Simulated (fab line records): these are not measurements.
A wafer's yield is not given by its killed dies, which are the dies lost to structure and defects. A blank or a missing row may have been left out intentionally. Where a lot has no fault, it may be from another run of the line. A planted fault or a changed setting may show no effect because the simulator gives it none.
fab line records | flow nand-harc
record lots=6 | wafers=18 | last-day=32
route steps=1302 shown A_DECK1_JOINT@541 A_ONON_D2@545
lots that met no fault: from a run of the same line without faults
start-h: start of the lot's first displayed wafer, in hours after the record's first day | wait-h: how many hours have passed since the lot's step before this one | " repeats the value in the row above | L1.1+2: one row covering several wafers at once | - no value present, or no start provided | * or withheld: withheld | < > ~ a bound
route shown NAME@n: NAME is a module with steps in the file, n the number in the route of the first one | usual: mean and standard deviation over wafers with no fault | same: alike in all rows | chamber/n: place in a boat | sites: each site's reading | _std_site: standard deviation across them | _edge_site: mean of outer sites minus mean of inner sites | radius-mm: for every site, how far away it sits from the centre of the wafer | mask NAME#n: copy n | behind: the tool/chamber that last shaped the wafer | hold: why the lot was held/for how many hours/how that ended | device: which transistor (n, p or np) failed to switch | end of line: at the end of the route, the tests of the same wafers | a step given without rows: its recipe and nothing more | killed: dies that structure and defects cost at the first sort, which is not the same as the wafer's yield | map: per-die view of a wafer (x killed, . not killed, _ where there is no die)
set.NAME: setting as actually run; set.NAME@STEP: the setting as run at that earlier step | model.NAME: the simulator's own value behind a step, which no gauge read
lots at selected steps of the route; one table per step, one row per wafer
services: the hour from which a tool's chamber was out of use, counted from the record's first day as start-h (under 0 if before that day), plus the number of hours and why
## steps
# step NHARC_A_DECK1_JOINT_SRD_15
# step NHARC_A_DECK1_JOINT_DEP_16
# recipe target-thk-a=450 | temp-c=400 | pressure-torr=6.5 | rf-w=900 | teos-flow-sccm=161.4 | flow-sccm=2650 | target-thk-nm=45 | gas=O2 | material=SiO2
# usual heater-power-w=554/74 | throttle-valve-pct=16.0/0.49
lot.wafer | tool     | chamber | start-h | wait-h | heater-power-w | throttle-valve-pct
L630.3    | pecvd-04 | 2       | 282.72  | 0.1    | 590            | 16.8
L630.1    | "        | 0       | "       | "      | 421            | 16.0
L630.5    | "        | 1       | "       | "      | 573            | 15.9
L638.3    | pecvd-01 | 2       | 385.52  | 0.1    | 506            | 15.9
L638.6    | "        | 1       | "       | "      | 525            | 14.9
L638.4    | "        | 2       | "       | "      | 522            | 16.0
L641.2    | pecvd-03 | 1       | 393.88  | 0.1    | 470            | 15.7
L641.3    | "        | 0       | "       | "      | 756            | 16.2
L641.6    | "        | 2       | "       | "      | 600            | 16.1
L643.3    | pecvd-04 | 2       | 412.76  | 0.1    | 560            | 17.3
L643.1    | "        | 0       | "       | "      | 444            | 16.4
L643.5    | "        | 1       | "       | "      | 543            | 16.2
L646.3    | pecvd-04 | 2       | 441.31  | 0.2    | 527            | 17.2
L646.2    | "        | 0       | "       | "      | 480            | 16.4
L646.5    | "        | 2       | "       | "      | 542            | 17.5
L649.2    | pecvd-03 | 1       | 469.45  | 0.3    | 571            | 15.9
L649.1    | "        | 2       | "       | "      | 615            | 16.2
L649.4    | "        | 1       | "       | "      | 563            | 15.9
# step NHARC_A_DECK1_JOINT_THK_MEAS_17
# recipe thk-meas-gauge=ellipsometry
# usual thk-nm=44.9/1.2
lot.wafer | tool          | chamber | start-h | wait-h | thk-nm
L630.1    | film-metro-01 | -       | 283.00  | 0.2    | 45.3
L630.3    | "             | -       | "       | "      | 42.9
L630.5    | "             | -       | "       | "      | 46.5
L638.3    | film-metro-01 | -       | 385.77  | 0.2    | 46.7
L638.4    | "             | -       | "       | "      | 46.3
L638.6    | "             | -       | "       | "      | 43.8
L641.2    | film-metro-01 | -       | 394.17  | 0.3    | 45.3
L641.3    | "             | -       | "       | "      | 44.6
L641.6    | "             | -       | "       | "      | 44.5
L643.1    | film-metro-02 | -       | 413.01  | 0.2    | 47.3
L643.3    | "             | -       | "       | "      | 45.5
L643.5    | "             | -       | "       | "      | 45.4
L646.2    | film-metro-01 | -       | 441.59  | 0.2    | 43.5
L646.3    | "             | -       | "       | "      | 45.5
L646.5    | "             | -       | "       | "      | 45.3
L649.1    | film-metro-02 | -       | 469.82  | 0.3    | 44.5
L649.2    | "             | -       | "       | "      | 45.4
L649.4    | "             | -       | "       | "      | 44.6
# step NHARC_A_DECK1_JOINT_INSPECT_05
# usual raw-defect-count=347/120
lot.wafer | tool              | chamber | start-h | wait-h | raw-defect-count
L630.1    | defect-inspect-01 | -       | 283.04  | 0.0    | 242
L630.3    | "                 | -       | "       | "      | 224
L630.5    | "                 | -       | "       | "      | 139
L638.3    | defect-inspect-02 | -       | 385.81  | 0.0    | 304
L638.4    | "                 | -       | "       | "      | 368
L638.6    | "                 | -       | "       | "      | 377
L641.2    | defect-inspect-01 | -       | 394.20  | 0.0    | 293
L641.3    | "                 | -       | "       | "      | 224
L641.6    | "                 | -       | "       | "      | 136
L643.1    | defect-inspect-02 | -       | 413.04  | 0.0    | 372
L643.3    | "                 | -       | "       | "      | 221
L643.5    | "                 | -       | "       | "      | 272
L646.2    | defect-inspect-01 | -       | 441.62  | 0.0    | 400
L646.3    | "                 | -       | "       | "      | 445
L646.5    | "                 | -       | "       | "      | 481
L649.1    | defect-inspect-02 | -       | 469.85  | 0.0    | 384
L649.2    | "                 | -       | "       | "      | 241
L649.4    | "                 | -       | "       | "      | 235
# step NHARC_A_ONON_D2_DEP_00
# recipe target-thk-a=10000 | n2-flow-sccm=2750 | n2o-flow-sccm=2000 | nh3-flow-sccm=500 | sih4-flow-sccm=210 | temp-c=400
# step NHARC_A_ONON_D2_THK_MEAS_02
# recipe thk-meas-gauge=ellipsometry
# usual thk-nm=1001/9.4
lot.wafer | tool          | chamber | start-h | wait-h | thk-nm
L630.1    | film-metro-01 | -       | 283.62  | -      | 1005
L630.3    | "             | -       | "       | "      | 1004
L630.5    | "             | -       | "       | "      | 1002
L638.3    | film-metro-01 | -       | 386.38  | -      | 1011
L638.4    | "             | -       | "       | "      | 1015
L638.6    | "             | -       | "       | "      | 1012
L641.2    | film-metro-01 | -       | 394.77  | -      | 998
L641.3    | "             | -       | "       | "      | 998
L641.6    | "             | -       | "       | "      | 998
L643.1    | film-metro-01 | -       | 413.62  | -      | 1011
L643.3    | "             | -       | "       | "      | 1011
L643.5    | "             | -       | "       | "      | 1012
L646.2    | film-metro-02 | -       | 442.19  | -      | 1010
L646.3    | "             | -       | "       | "      | 1010
L646.5    | "             | -       | "       | "      | 1011
L649.1    | film-metro-02 | -       | 470.43  | -      | 997
L649.2    | "             | -       | "       | "      | 999
L649.4    | "             | -       | "       | "      | 998
# step NHARC_A_ONON_D2_DEP_03
# recipe target-thk-a=10000 | n2-flow-sccm=2750 | n2o-flow-sccm=2000 | nh3-flow-sccm=500 | sih4-flow-sccm=210 | temp-c=400
# step NHARC_A_ONON_D2_THK_MEAS_05
# recipe thk-meas-gauge=ellipsometry
# usual thk-nm=1000/9.5
lot.wafer | tool          | chamber | start-h | wait-h | thk-nm
L630.1    | film-metro-02 | -       | 284.18  | -      | 979
L630.3    | "             | -       | "       | "      | 980
L630.5    | "             | -       | "       | "      | 982
L638.3    | film-metro-01 | -       | 386.95  | -      | 1017
L638.4    | "             | -       | "       | "      | 1017
L638.6    | "             | -       | "       | "      | 1017
L641.2    | film-metro-02 | -       | 395.33  | -      | 1002
L641.3    | "             | -       | "       | "      | 1003
L641.6    | "             | -       | "       | "      | 1001
L643.1    | film-metro-02 | -       | 414.19  | -      | 1011
L643.3    | "             | -       | "       | "      | 1011
L643.5    | "             | -       | "       | "      | 1010
L646.2    | film-metro-02 | -       | 442.76  | -      | 988
L646.3    | "             | -       | "       | "      | 987
L646.5    | "             | -       | "       | "      | 985
L649.1    | film-metro-01 | -       | 471.00  | -      | 1016
L649.2    | "             | -       | "       | "      | 1015
L649.4    | "             | -       | "       | "      | 1013
# step NHARC_A_ONON_D2_DEP_06
# recipe target-thk-a=10000 | n2-flow-sccm=2750 | n2o-flow-sccm=2000 | nh3-flow-sccm=500 | sih4-flow-sccm=210 | temp-c=400
# step NHARC_A_ONON_D2_THK_MEAS_08
# recipe thk-meas-gauge=ellipsometry
# usual thk-nm=998/11
lot.wafer | tool          | chamber | start-h | wait-h | thk-nm
L630.1    | film-metro-02 | -       | 284.76  | -      | 995
L630.3    | "             | -       | "       | "      | 993
L630.5    | "             | -       | "       | "      | 994
L638.3    | film-metro-01 | -       | 387.52  | -      | 983
L638.4    | "             | -       | "       | "      | 986
L638.6    | "             | -       | "       | "      | 985
L641.2    | film-metro-01 | -       | 395.91  | -      | 991
L641.3    | "             | -       | "       | "      | 992
L641.6    | "             | -       | "       | "      | 990
L643.1    | film-metro-01 | -       | 414.76  | -      | 986
L643.3    | "             | -       | "       | "      | 987
L643.5    | "             | -       | "       | "      | 986
L646.2    | film-metro-02 | -       | 443.33  | -      | 991
L646.3    | "             | -       | "       | "      | 991
L646.5    | "             | -       | "       | "      | 993
L649.1    | film-metro-01 | -       | 471.56  | -      | 1009
L649.2    | "             | -       | "       | "      | 1008
L649.4    | "             | -       | "       | "      | 1008
# step NHARC_A_ONON_D2_DEP_09
# recipe target-thk-a=10000 | n2-flow-sccm=2750 | n2o-flow-sccm=2000 | nh3-flow-sccm=500 | sih4-flow-sccm=210 | temp-c=400
# step NHARC_A_ONON_D2_THK_MEAS_11
# recipe thk-meas-gauge=ellipsometry
# usual thk-nm=1000/8.6
lot.wafer | tool          | chamber | start-h | wait-h | thk-nm
L630.1    | film-metro-02 | -       | 285.33  | -      | 999
L630.3    | "             | -       | "       | "      | 999
L630.5    | "             | -       | "       | "      | 999
L638.3    | film-metro-01 | -       | 388.09  | -      | 997
L638.4    | "             | -       | "       | "      | 997
L638.6    | "             | -       | "       | "      | 998
L641.2    | film-metro-01 | -       | 396.47  | -      | 989
L641.3    | "             | -       | "       | "      | 988
L641.6    | "             | -       | "       | "      | 988
L643.1    | film-metro-01 | -       | 415.32  | -      | 1015
L643.3    | "             | -       | "       | "      | 1016
L643.5    | "             | -       | "       | "      | 1016
L646.2    | film-metro-01 | -       | 443.90  | -      | 988
L646.3    | "             | -       | "       | "      | 990
L646.5    | "             | -       | "       | "      | 989
L649.1    | film-metro-01 | -       | 472.13  | -      | 999
L649.2    | "             | -       | "       | "      | 999
L649.4    | "             | -       | "       | "      | 998
# step NHARC_A_ONON_D2_DEP_12
# recipe target-thk-a=10000 | n2-flow-sccm=2750 | n2o-flow-sccm=2000 | nh3-flow-sccm=500 | sih4-flow-sccm=210 | temp-c=400
# usual n2-flow-sccm=2751/7.8
lot.wafer | tool          | chamber | start-h | wait-h | n2-flow-sccm
L630.1    | pecvd-onon-01 | 0       | 285.39  | 0.1    | 2745
L630.3    | "             | 0       | "       | "      | 2745
L630.5    | "             | 0       | "       | "      | 2739
L638.3    | pecvd-onon-04 | 0       | 388.26  | 0.2    | 2758
L638.4    | "             | 0       | "       | "      | 2753
L638.6    | "             | 0       | "       | "      | 2748
L641.2    | pecvd-onon-01 | 0       | 396.59  | 0.1    | 2749
L641.3    | "             | 0       | "       | "      | 2743
L641.6    | "             | 0       | "       | "      | 2752
L643.1    | pecvd-onon-04 | 0       | 415.38  | 0.1    | 2756
L643.3    | "             | 0       | "       | "      | 2749
L643.5    | "             | 0       | "       | "      | 2750
L646.2    | pecvd-onon-01 | 0       | 444.02  | 0.1    | 2744
L646.3    | "             | 0       | "       | "      | 2743
L646.5    | "             | 0       | "       | "      | 2755
L649.1    | pecvd-onon-04 | 0       | 472.18  | 0.1    | 2741
L649.2    | "             | 0       | "       | "      | 2754
L649.4    | "             | 0       | "       | "      | 2751
# step NHARC_A_ONON_D2_THK_MEAS_14
# recipe thk-meas-gauge=ellipsometry
# usual thk-nm=999/9.5
lot.wafer | tool          | chamber | start-h | wait-h | thk-nm
L630.1    | film-metro-01 | -       | 285.90  | -      | 988
L630.3    | "             | -       | "       | "      | 987
L630.5    | "             | -       | "       | "      | 988
L638.3    | film-metro-02 | -       | 388.65  | -      | 1009
L638.4    | "             | -       | "       | "      | 1010
L638.6    | "             | -       | "       | "      | 714
L641.2    | film-metro-02 | -       | 397.04  | -      | 998
L641.3    | "             | -       | "       | "      | 999
L641.6    | "             | -       | "       | "      | 998
L643.1    | film-metro-01 | -       | 415.89  | -      | 694
L643.3    | "             | -       | "       | "      | 992
L643.5    | "             | -       | "       | "      | 991
L646.2    | film-metro-02 | -       | 444.47  | -      | 1006
L646.3    | "             | -       | "       | "      | 1005
L646.5    | "             | -       | "       | "      | 1004
L649.1    | film-metro-02 | -       | 472.70  | -      | 996
L649.2    | "             | -       | "       | "      | 995
L649.4    | "             | -       | "       | "      | 997
# step NHARC_A_ONON_D2_ANNEAL_15
# recipe temp-c=750 | time-s=3600
## services
tool          | chamber | start-h | hours | kind
pecvd-onon-01 | -       | 269.24  | 13.0  | pm
pecvd-04      | -       | 269.26  | 13.0  | pm
pecvd-04      | 0       | 269.26  | 13.0  | vent-cycle
pecvd-04      | 1       | 269.26  | 13.0  | vent-cycle
pecvd-04      | 2       | 269.26  | 13.0  | vent-cycle
pecvd-04      | 0       | 282.26  | -     | clean
pecvd-04      | 1       | 282.26  | -     | clean
pecvd-04      | 2       | 282.26  | -     | clean
pecvd-04      | -       | 288.88  | 0.5   | repair
pecvd-01      | -       | 311.00  | 13.0  | pm
pecvd-onon-04 | -       | 311.39  | 13.0  | pm
pecvd-04      | 2       | 326.60  | 9.6   | repair
pecvd-03      | -       | 331.71  | 3.2   | repair
pecvd-01      | 2       | 347.48  | 6.3   | repair
pecvd-03      | -       | 366.04  | 13.0  | pm
pecvd-04      | -       | 391.52  | 3.1   | repair
pecvd-03      | 0       | 401.75  | 127.9 | repair
pecvd-03      | 2       | 442.18  | 7.8   | repair
pecvd-onon-01 | -       | 450.24  | 13.0  | pm
pecvd-04      | -       | 450.26  | 13.0  | pm
pecvd-04      | 0       | 450.26  | 13.0  | vent-cycle
pecvd-04      | 1       | 450.26  | 13.0  | vent-cycle
pecvd-04      | 2       | 450.26  | 13.0  | vent-cycle
pecvd-04      | 0       | 463.26  | -     | clean
## key
first-sign step=NHARC_A_ONON_D2_THK_MEAS_14 | reading=thk-nm | direction=down | sigmas=31 | usual=999 | struck=704
effect none on later readings
met-at NHARC_A_ONON_D2_DEP_12
struck-wafers L638.6,L643.1
sort-left-out L638.6,L643.1
tester-left-out L638,L643
fault kind=process-parameter-drift | tool=pecvd-onon-04 | chamber=- | onset-h=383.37 | steps=NHARC_A_ONON_D2_DEP_12 | channel=target-thk-a | offset=* | shape=step | end-h=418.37 | scope=struck-wafers-only | acts-in=* | stated=*
# tester-left-out: of these lots the tester's yield and bins aren't shown, on N5 and GAA mostly nor the transistor test; their killed dies are dies lost to structure and defects alone, not to doping, threshold or leakage, so they don't give the yield
# sort-left-out: the simulated sort isn't trusted on such a fault, so these wafers' sort isn't shown, and their yield isn't known
